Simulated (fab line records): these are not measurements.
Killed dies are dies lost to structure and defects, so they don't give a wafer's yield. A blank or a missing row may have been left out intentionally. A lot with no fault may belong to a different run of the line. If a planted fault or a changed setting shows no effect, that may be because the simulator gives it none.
Matching of chambers | flow nand-harc | NHARC_P_M0_STRIP_18 on rie-diel-02 has 4 sister chambers
The step strips in N2/H2. 4 wafers are shown with their chamber, then 12 later ones without.

== WAFERS WITH THEIR CHAMBER ==
wafer  | chamber | showerhead-plenum-p-Torr (Torr)
L084.3 | 3       | 1.92
L088.1 | 0       | 2.18
L088.3 | 1       | 1.92
L088.4 | 2       | 1.90

== WAFERS WITHOUT THEIR CHAMBER ==
wafer  | showerhead-plenum-p-Torr (Torr)
L089.1 | 1.90
L089.3 | 2.18
L089.4 | 1.92
L092.1 | 2.18
L092.2 | 1.90
L092.5 | 1.90
L095.1 | 1.92
L095.4 | 1.90
L095.5 | 1.92
L096.2 | 1.90
L096.3 | 1.91
L096.4 | 1.90

== THE CHAMBER EACH PASSED THROUGH ==
wafer  | from the rows above          | in truth
L089.1 | 2                            | 2
L089.3 | 0                            | 0
L089.4 | can't be placed: 1 or 3      | 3
L092.1 | 0                            | 0
L092.2 | 2                            | 2
L092.5 | 2                            | 2
L095.1 | can't be placed: 1 or 3      | 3
L095.4 | 2                            | 2
L095.5 | can't be placed: 1 or 3      | 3
L096.2 | 2                            | 2
L096.3 | can't be placed: 1 or 2 or 3 | 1
L096.4 | 2                            | 2
Placed correctly: 8 of 12. From these rows, 4 cannot be placed; in 4 the true chamber is one of the candidates. Placed wrongly: 0.
How it was worked out, from the rows above alone: a wafer's distance from a chamber is the root of the sum, over the readings, of the square of ((its reading less the chamber's mean) divided by the reading's scatter). The wafer belongs to the nearest chamber; if the next one is less than 2 further off, it can't be placed. Each chamber's mean is taken over the wafers shown for it. The scatter: with one shown wafer a chamber, the root of the mean of the squares of how far each hidden wafer lies from its nearest shown one.
